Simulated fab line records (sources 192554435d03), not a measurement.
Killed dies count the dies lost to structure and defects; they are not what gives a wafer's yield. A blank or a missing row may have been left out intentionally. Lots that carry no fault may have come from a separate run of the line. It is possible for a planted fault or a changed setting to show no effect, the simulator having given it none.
Lot-split experiment	flow n5 finfet	21 wafers read from 7 lots, route of 1938 steps

== ABOUT THE SPLIT ==
At N5_SDB_COAT_05 (resist thk 90 nm), the setting spin rpm was moved away from the recipe's 1500 rpm on 3 of the 21 wafers read, by -7.9% to +10.3%. All remaining wafers had this setting at the recipe value.

== FROM THE SPLIT TO THE READING: what the file shows between them, 6 steps ==
- N5_SDB_EBR_07
- N5_SDB_SOFTBAKE_06: time 60 s
- N5_SDB_EXPOSE_08: exposes mask SDB
- N5_SDB_PEB_09: peb time 60 s
- N5_SDB_DEVELOP_10: develop time 30 s
- N5_SDB_DESCUM_16: chemistry O2, time 7.9 s

== THE READING ==
CAR-ArF_of_SDB_COAT_05.thk nm (the simulator's own value, which no gauge read), in nm, at N5_SDB_ETCH_17 (etches SiARC in CF4, target depth 23.4 nm, time 39 s). The file gives no usual value for it. Here, 18 wafers ran the recipe; their average is 66.6 nm with a standard deviation of 0.35 nm.

wafer	tool, chamber at the split	spin rpm as run, rpm	against the recipe	CAR-ArF_of_SDB_COAT_05.thk nm, nm	against lot-mates on the recipe
L081.2	litho track-02, 0	1500	recipe	66.6	-
L081.3	litho track-02, 0	1500	recipe	66.6	-
L081.4	litho track-02, 0	1381	-7.9%	69.8	+3.2
L082.1	litho track-05, 0	1500	recipe	66.6	-
L082.4	litho track-05, 0	1447	-3.5%	68.2	+1.6
L082.5	litho track-05, 0	1500	recipe	66.6	-
L083.1	litho track-05, 0	1500	recipe	66.6	-
L083.4	litho track-05, 0	1500	recipe	66.4	-
L083.6	litho track-05, 0	1500	recipe	66.6	-
L089.2	litho track-04, 0	1500	recipe	67.2	-
L089.3	litho track-04, 0	1500	recipe	66.6	-
L089.6	litho track-04, 0	1655	+10.3%	62.2	-4.7
L092.4	litho track-05, 0	1500	recipe	66.6	-
L092.5	litho track-05, 0	1500	recipe	66.4	-
L092.6	litho track-05, 0	1500	recipe	65.8	-
L093.1	litho track-04, 0	1500	recipe	66.4	-
L093.3	litho track-04, 0	1500	recipe	66.4	-
L093.5	litho track-04, 0	1500	recipe	66.6	-
L094.2	litho track-05, 0	1500	recipe	66.8	-
L094.4	litho track-05, 0	1500	recipe	67.2	-
L094.6	litho track-05, 0	1500	recipe	67.4	-

FIT RESULTS
A straight line over all 21 wafers: CAR-ArF_of_SDB_COAT_05.thk nm changes by -0.42 nm for each +1% of spin rpm; r = -0.97; the points scatter about the line by 0.34 nm.
The same after taking each lot's own level away (the mean of its wafers on the recipe; 21 wafers): -0.437 nm for each +1%; r = -0.99; scatter 0.21 nm.
The reading moves by 4.5 nm for the largest change in spin rpm, on that fit.
The lots' own levels span 66.27 to 67.13 nm, that is 2.5 times the standard deviation above.
The two slopes agree, so the slope changes little with the lot-to-lot level.
Check: -4.24 nm against its lot-mates is what the line predicts for one of the wafers moved furthest among these (+10.3%) when that wafer is left out of the fit. It came out at -4.7 nm against them.

== THESE WAFERS: OTHER SPLITS ==
Other splits were also applied to these wafers ahead of the reading. Each is held against what the fit with the lots' levels taken away leaves over:
other split on the same wafers	wafers away from the commonest value	r with CAR-ArF_of_SDB_COAT_05.thk nm (lot level and that fit taken away)
N5_SD_EPI_N_PRECLEAN_49 time s	4	+0.23
N5_SDB_COAT_04 spin rpm	4	+0.70

== THE WHOLE CHAIN: every reading that the file lists as answering this split, in the file's order ==
step	what it does	reading	change (the file's fit)	r (the file's)
N5_SDB_COAT_05	resist thk 90 nm	CAR-ArF_of_SDB_COAT_05.thk nm (the simulator's own value, which no gauge read)	-0.457 nm for each +1% of the setting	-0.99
N5_SDB_DEVELOP_10	develop time 30 s	CAR-ArF_of_SDB_COAT_05.thk nm (the simulator's own value, which no gauge read)	-0.448 nm for each +1% of the setting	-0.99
N5_SDB_ETCH_17	etches SiARC in CF4, target depth 23.4 nm, time 39 s	CAR-ArF_of_SDB_COAT_05.thk nm (the simulator's own value, which no gauge read)	-0.437 nm for each +1% of the setting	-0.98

== THE FILE'S OWN FIT ==
CAR-ArF_of_SDB_COAT_05.thk nm changes by -0.437 nm for each +1% of spin rpm, r = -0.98.
